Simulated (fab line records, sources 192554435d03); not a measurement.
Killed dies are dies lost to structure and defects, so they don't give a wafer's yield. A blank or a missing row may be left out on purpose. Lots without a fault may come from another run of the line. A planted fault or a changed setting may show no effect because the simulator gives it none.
A struck lot beside a sound one | flow n5_finfet | 30 steps out of a route of 1938
Sound: wafers L995.1, L995.3, L995.4. Struck: wafer L102.4. (L102.2, L102.5 of the same lot were not struck and are left out.) The cause comes at the end.
At each step with rows: each side's tool, then ch and its chambers, then its first start. Under that, the readings that differ: sound wafers | struck wafers | difference of the means | sigmas: that difference in standard deviations of wafers without a fault.
alike: readings whose means differ by less than 2 such deviations, and words and numbers that are the same on both sides. not compared: withheld readings, readings that some wafer has no value for, bounds like >300 that may hide the same value, and numbers for which the record gives no deviation and whose values overlap.
The two part at a step that has a row with sigmas, a row that says differs or no value, or rows on one side only. Numbers that don't overlap but have no deviation are shown without sigmas and don't part them. A reading that every wafer of one side lacks parts them only if that side has two wafers or more.

first, 1 step without rows for these wafers: N5_MIM_BOT_LITHO_HARDBAKE_09 (time 120 s).
N5_MIM_BOT_LITHO_CD_MEAS_08: target cd 3000 nm.
  sound on cd_sem-02 ch 0, day 13 20:58; struck on cd_sem-01 ch 0, day 15 21:43
  alike: cd_nm
N5_MIM_BOT_LITHO_OVL_MEAS_11:
  sound on overlay-02 ch 0, day 13 21:01; struck on overlay-02 ch 0, day 15 21:44
  alike: MIM_BOT_OVL
N5_MIM_BOT_LITHO_INSPECT_12: inspects for defects (macro).
  sound on defect_inspect-01, day 13 21:03; struck on defect_inspect-01, day 15 21:46
  alike: raw_defect_count
N5_MIM_BOT_LITHO_DESCUM_10: chemistry O2, time 7.9 s.
  sound on rie_diel-02 ch 0,1,2, day 13 21:05; struck on rie_diel-06 ch 3, day 15 21:48
  reading      | sound             | struck | difference | sigmas
  rf_vpp_V (V) | 243.3 243.3 244.3 | 239.3  | -4.3       | -3
  alike: drypump_motor_current_A, oes_product_au, showerhead_plenum_p_Torr, throttle_valve_pct
  not compared: rf_hours_counter_h
then, 1 step without rows for these wafers: N5_MIM_BOT_ETCH_ETCH_04 (etches SiNx in CF4/O2, target depth 26 nm, time 13 s).
N5_MIM_BOT_ETCH_ETCH_03: etches the open film in Cl2/BCl3, target depth 12 nm.
  sound on rie_metal-03 ch 0,1, day 13 21:14; struck on rie_metal-02 ch 0, day 15 21:58
  reading                     | sound       | struck | difference | sigmas
  drypump_motor_current_A (A) | 6.1 6.1 6.3 | 5.4    | -0.8       | -2
  alike: bcl3_flow_sccm, oes_product_au, throttle_valve_pct
  not compared: rf_hours_counter_h
then, 1 step without rows for these wafers: N5_MIM_BOT_ETCH_ETCH_00 (etches TiN in Cl2/BCl3, target depth 45.5 nm).
N5_MIM_BOT_ETCH_STRIP_01: strips in O2.
  sound on rie_diel-03 ch 1,2,3, day 13 21:32; struck on rie_diel-02 ch 1, day 15 22:11
  reading                | sound      | struck | difference | sigmas
  rf_hours_counter_h (h) | 131 184 18 | 191    | +80        |
  alike: drypump_motor_current_A, oes_product_au, rf_vpp_V, showerhead_plenum_p_Torr, throttle_valve_pct
then, 3 steps without rows for these wafers: N5_MIM_BOT_ETCH_STRIP_02 (strips in post etch residue remover, time 1200 s); N5_MIM_BOT_ETCH_CLEAN_05 (cleans in IPA, time 180 s); N5_MIM_BOT_ETCH_SRD_06 (time 30 s).
N5_PASSIVATION_PECVD_55: deposits SiO2 from SiH4/N2O, target thk 400 nm, time 22.5 s.
  sound on pecvd-02 ch 0,2, day 13 22:04; struck on pecvd-01 ch 2, day 15 22:41
  reading                                        | sound             | struck | difference | sigmas
  model.SiO2_of_PASSIVATION_PECVD_55.thk_nm (nm) | 402.4 402.8 407.4 | 364.6  | -39.6      |
  alike: heater_power_w, showerhead_plenum_p_Torr, throttle_valve_pct
then, 9 steps without rows for these wafers: N5_PASSIVATION_PECVD_01 (deposits SiNx from SiH4/NH3/N2, target thk 200 nm, time 43.2 s); N5_PASSIVATION_HMDS_03 (time 60 s); N5_PASSIVATION_COAT_04; N5_PASSIVATION_EBR_06; N5_PASSIVATION_SOFTBAKE_05 (time 90 s); N5_PASSIVATION_EXPOSE_07 (exposes mask TV, defocus 0 nm, target cd 3000 nm); N5_PASSIVATION_PEB_08; N5_PASSIVATION_DEVELOP_09 (develop time 60 s); N5_PASSIVATION_HARDBAKE_11 (time 120 s).
N5_PASSIVATION_CD_MEAS_10: target cd 3000 nm.
  sound on cd_sem-01 ch 0, day 13 23:49; struck on cd_sem-02 ch 0, day 16 00:43
  alike: cd_nm
N5_PASSIVATION_OVL_MEAS_60:
  sound on overlay-02 ch 0, day 13 23:51; struck on overlay-01 ch 0, day 16 00:45
  alike: TV_OVL
N5_PASSIVATION_INSPECT_61: inspects for defects (macro).
  sound on defect_inspect-02, day 13 23:52; struck on defect_inspect-01, day 16 00:46
  alike: raw_defect_count
N5_PASSIVATION_DESCUM_12: chemistry O2, time 7.9 s.
  sound on rie_diel-04 ch 0,1,2, day 14 00:00; struck on rie_diel-01 ch 3, day 16 01:23
  reading                | sound          | struck | difference | sigmas
  oes_product_au (a.u.)  | 0.69 0.73 0.79 | 0.96   | +0.22      | +3
  rf_hours_counter_h (h) | 215 177 140    | 2      | -175       |
  alike: drypump_motor_current_A, rf_vpp_V, showerhead_plenum_p_Torr, throttle_valve_pct
N5_PASSIVATION_PASS_ETCH_74: etches SiNx in CF4/O2, target depth 220 nm, time 110 s.
  sound on rie_diel-04 ch 0,1,2, day 14 00:04; struck on rie_diel-01 ch 3, day 16 01:28
  reading                | sound          | struck | difference | sigmas
  oes_product_au (a.u.)  | 0.70 0.74 0.78 | 0.98   | +0.24      | +3
  rf_hours_counter_h (h) | 215 177 140    | 2      | -175       |
  alike: drypump_motor_current_A, rf_vpp_V, showerhead_plenum_p_Torr, throttle_valve_pct
N5_PASSIVATION_VIA_ETCH_13: etches SiO2 in CHF3/O2, target depth 660 nm, time 330 s.
  sound on rie_diel-04 ch 0,1,2, day 14 00:10; struck on rie_diel-01 ch 3, day 16 01:33
  reading                | sound          | struck | difference | sigmas
  etch_rf_on_time_s (s)  | 238 233 236    | 209    | -27        | -7
  oes_product_au (a.u.)  | 0.63 0.66 0.70 | 0.88   | +0.22      | +3
  rf_hours_counter_h (h) | 215 177 140    | 2      | -175       |
  alike: drypump_motor_current_A, rf_vpp_V, showerhead_plenum_p_Torr, throttle_valve_pct
  not compared: model.coat_of_PASSIVATION_COAT_04.thk_nm
then, 1 step without rows for these wafers: N5_PASSIVATION_STRIP_14 (strips in O2).
N5_PASSIVATION_PROBE_49:
  sound on prober-02, day 14 07:10; struck on prober-01, day 16 09:07
  alike: defect_limited_yield, killed_at_M0_to_M3, killed_at_M4_up, killed_at_contacts, killed_at_front_end, killed_at_other, killed_dies, killed_open, killed_short, sort_bin_5_function, sort_bin_6_memory, sort_bin_8_speed, sort_n_pass

WHERE THEY PART
First at N5_MIM_BOT_LITHO_DESCUM_10; last, within this record, at N5_PASSIVATION_VIA_ETCH_13. Later steps at which nothing parts them and some readings are alike: N5_PASSIVATION_PROBE_49.

WHY: what the simulator had put in
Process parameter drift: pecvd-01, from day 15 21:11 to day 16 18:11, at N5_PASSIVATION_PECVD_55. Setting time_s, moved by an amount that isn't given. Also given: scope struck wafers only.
